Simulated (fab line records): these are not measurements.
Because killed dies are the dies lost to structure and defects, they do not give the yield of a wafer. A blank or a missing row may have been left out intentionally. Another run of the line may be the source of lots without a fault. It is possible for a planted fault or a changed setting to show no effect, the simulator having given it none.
Lot-split experiment + flow n5Finfet + on a route of 1938 steps: 7 lots, 21 wafers read

== THE SPLIT ITSELF ==
At N5_MOL_CONTACT_COAG_COAT_58 (time 60 s, resist thk 10 nm), the setting spinRpm was moved away from the recipe's 1500 rpm on 5 of the 21 wafers read, by -9.5% to +7.3%. For the rest of the wafers, this setting stayed at what the recipe calls for.

== FROM THE SPLIT TO THE READING: what the file shows between them, 3 steps ==
- N5_MOL_CONTACT_COAG_COAT_02: resist thk 30 nm
- N5_MOL_CONTACT_COAG_EBR_04
- N5_MOL_CONTACT_COAG_DESCUM_13: chemistry O2, time 7 s

== THE READING ==
etch.depthNm (the simulator's own value, which no gauge read), in nm, at N5_MOL_CONTACT_COAG_ETCH_59 (etches underlayer in N2/H2, target depth 13 nm, time 10.4 s). The file does not state a usual value for it. Here, 16 wafers ran the recipe; their average is 10.019 nm with a standard deviation of 0.02 nm.

| wafer  | tool, chamber at the split | spinRpm as run, rpm | against the recipe | etch.depthNm, nm | against lot-mates on the recipe |
|--------|----------------------------|---------------------|--------------------|------------------|---------------------------------|
| L076.1 | lithoTrack-05, 0           | 1610                | +7.3%              | 9.663            | -0.387                          |
| L076.2 | lithoTrack-05, 0           | 1500                | recipe             | 10.07            | -                               |
| L076.5 | lithoTrack-05, 0           | 1500                | recipe             | 10.03            | -                               |
| L075.1 | lithoTrack-02, 0           | 1358                | -9.5%              | 10.52            | +0.490                          |
| L075.2 | lithoTrack-02, 0           | 1358                | -9.5%              | 10.53            | +0.500                          |
| L075.4 | lithoTrack-02, 0           | 1500                | recipe             | 10.03            | -                               |
| L079.3 | lithoTrack-02, 0           | 1405                | -6.3%              | 10.33            | +0.323                          |
| L079.4 | lithoTrack-02, 0           | 1500                | recipe             | 10.03            | -                               |
| L079.5 | lithoTrack-02, 0           | 1500                | recipe             | 9.984            | -                               |
| L080.2 | lithoTrack-02, 0           | 1500                | recipe             | 10.01            | -                               |
| L080.3 | lithoTrack-02, 0           | 1500                | recipe             | 10.04            | -                               |
| L080.5 | lithoTrack-02, 0           | 1500                | recipe             | 10.03            | -                               |
| L089.2 | lithoTrack-03, 0           | 1500                | recipe             | 10.01            | -                               |
| L089.3 | lithoTrack-03, 0           | 1500                | recipe             | 10               | -                               |
| L089.6 | lithoTrack-03, 0           | 1500                | recipe             | 10.02            | -                               |
| L092.1 | lithoTrack-05, 0           | 1500                | recipe             | 10               | -                               |
| L092.3 | lithoTrack-05, 0           | 1500                | recipe             | 10.01            | -                               |
| L092.4 | lithoTrack-05, 0           | 1500                | recipe             | 9.994            | -                               |
| L097.2 | lithoTrack-02, 0           | 1400                | -6.7%              | 10.34            | +0.315                          |
| L097.5 | lithoTrack-02, 0           | 1500                | recipe             | 10.03            | -                               |
| L097.6 | lithoTrack-02, 0           | 1500                | recipe             | 10.02            | -                               |

THE FIT
A straight line over all 21 wafers: etch.depthNm changes by -0.0512 nm for each +1% of spinRpm; r = -0.99; the points scatter about the line by 0.021 nm.
The same after taking each lot's own level away (the mean of its wafers on the recipe; 21 wafers): -0.0516 nm for each +1%; r = -1.00; scatter 0.014 nm.
According to that fit, moving spinRpm by its largest amount changes the reading by 0.49 nm.
Measured against the standard deviation above, the lots' own levels, which go from 10.0013 to 10.0500 nm, span 2.4 times it.
The two slopes are in agreement: the lot-to-lot level therefore moves the slope only a little.
Check: +0.486 nm against its lot-mates is what the line predicts for one of the wafers moved furthest among these (-9.5%) when that wafer is left out of the fit. It came out at +0.49 nm against them.

== THE OTHER SPLITS THESE WAFERS WENT THROUGH ==
Before the reading, these wafers also passed through other splits. Each is held against what the fit with the lots' levels taken away leaves over:
| other split on the same wafers       | wafers away from the commonest value | r with etch.depthNm (lot level and that fit taken away) |
|--------------------------------------|--------------------------------------|---------------------------------------------------------|
| N5_SDB_COAT_03 spinRpm               | 4                                    | -0.10                                                   |
| N5_HKMG_FIN_COAT_42 spinRpm          | 6                                    | +0.30                                                   |
| N5_HKMG_FIN_COAT_43 spinRpm          | 8                                    | -0.01                                                   |
| N5_GATE_CUT_ETCH_56 icpW             | 3                                    | -0.38                                                   |
| N5_MOL_CONTACT_COAG_COAT_104 spinRpm | 6                                    | -0.33                                                   |

== THE WHOLE CHAIN: every reading that the file lists as answering this split, in the file's order ==
| step                        | what it does                                                | reading                                                                                       | change (the file's fit)                | r (the file's) |
|-----------------------------|-------------------------------------------------------------|-----------------------------------------------------------------------------------------------|----------------------------------------|----------------|
| N5_MOL_CONTACT_COAG_COAT_58 | time 60 s, resist thk 10 nm                                 | underlayer_of_MOL_CONTACT_COAG_COAT_58.thkNm (the simulator's own value, which no gauge read) | -0.0606 nm for each +1% of the setting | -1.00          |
| N5_MOL_CONTACT_COAG_ETCH_59 | etches underlayer in N2/H2, target depth 13 nm, time 10.4 s | CAR-EUV_of_MOL_CONTACT_COAG_COAT_02.thkNm (the simulator's own value, which no gauge read)    | +0.0659 nm for each +1% of the setting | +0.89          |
| N5_MOL_CONTACT_COAG_ETCH_59 | etches underlayer in N2/H2, target depth 13 nm, time 10.4 s | etch.depthNm (the simulator's own value, which no gauge read)                                 | -0.0512 nm for each +1% of the setting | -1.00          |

== FILE'S OWN FIT ==
etch.depthNm changes by -0.0512 nm for each +1% of spinRpm, r = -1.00.
